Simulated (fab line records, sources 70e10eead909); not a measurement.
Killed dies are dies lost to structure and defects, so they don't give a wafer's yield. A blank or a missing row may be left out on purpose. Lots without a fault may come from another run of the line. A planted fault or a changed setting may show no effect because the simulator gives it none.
Chamber matching | flow nand_harc | NHARC_A_STAIRCASE_TRIM_20 on rie_diel-09: 4 sister chambers
The step chemistry O2, time 211.2 s. 18 wafers are shown with their chamber, then 9 later ones without.

WAFERS WITH THEIR CHAMBER
wafer  | chamber | showerhead_plenum_p_Torr (Torr) | drypump_motor_current_A (A) | rf_vpp_V (V)
L078.1 | 2       | 3.40                            | 5.5                         | 57.9
L078.4 | 0       | 3.77                            | 5.8                         | 59.4
L078.6 | 0       | 3.77                            | 5.8                         | 58.6
L077.2 | 0       | 3.77                            | 5.9                         | 58.2
L077.4 | 1       | 3.38                            | 5.5                         | 56.6
L077.6 | 2       | 3.40                            | 5.6                         | 57.3
L080.1 | 1       | 3.37                            | 5.5                         | 57.0
L080.2 | 2       | 3.39                            | 5.5                         | 57.3
L080.3 | 3       | 3.54                            | 4.9                         | 58.6
L082.2 | 0       | 3.76                            | 5.8                         | 58.0
L082.5 | 1       | 3.37                            | 5.5                         | 58.6
L082.6 | 0       | 3.76                            | 5.8                         | 58.5
L082.1 | 3       | 3.54                            | 4.9                         | 58.3
L082.3 | 1       | 3.37                            | 5.5                         | 55.3
L082.4 | 2       | 3.39                            | 5.6                         | 57.4
L083.2 | 1       | 3.36                            | 5.5                         | 58.5
L083.4 | 3       | 3.53                            | 4.9                         | 58.3
L083.5 | 0       | 3.76                            | 5.9                         | 59.8

SIGNATURES (means of the wafers above)
reading                  | chamber 0 | chamber 1 | chamber 2 | chamber 3 | scatter within a chamber
showerhead_plenum_p_Torr | 3.7650    | 3.3700    | 3.3950    | 3.5367    | 0.00607
drypump_motor_current_A  | 5.833     | 5.500     | 5.550     | 4.900     | 0.0408
rf_vpp_V                 | 58.750    | 57.200    | 57.475    | 58.400    | 0.864
Rule: a wafer's distance from a chamber is the root of the sum, over the readings, of the square of ((its reading less the chamber's mean) divided by the reading's scatter). The wafer belongs to the nearest chamber; if the next one is less than 2 further off, it can't be placed. The scatter: the root of (the sum of the squares of (reading less its chamber's mean) over the shown wafers, divided by (wafers less chambers)).

WAFERS WITHOUT THEIR CHAMBER
wafer  | showerhead_plenum_p_Torr (Torr) | drypump_motor_current_A (A) | rf_vpp_V (V)
L092.1 | 3.35                            | 5.5                         | 57.0
L092.2 | 3.37                            | 5.6                         | 57.2
L092.6 | 3.74                            | 5.8                         | 58.2
L096.1 | 3.35                            | 5.5                         | 57.5
L096.2 | 3.51                            | 4.9                         | 58.7
L096.4 | 3.37                            | 5.5                         | 57.2
L097.1 | 3.34                            | 5.5                         | 57.6
L097.4 | 3.36                            | 5.6                         | 56.1
L097.6 | 3.51                            | 4.8                         | 58.8

WHICH CHAMBER EACH WENT THROUGH
wafer  | from the rows above     | in truth
L092.1 | 1                       | 1
L092.2 | can't be placed: 1 or 2 | 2
L092.6 | 0                       | 0
L096.1 | 1                       | 1
L096.2 | 3                       | 3
L096.4 | 1                       | 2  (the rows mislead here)
L097.1 | 1                       | 1
L097.4 | 1                       | 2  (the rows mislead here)
L097.6 | 3                       | 3
Placed correctly: 6 of 9. Can't be placed from these rows: 1 (the true chamber is among the candidates in 1). Placed wrongly: 2.
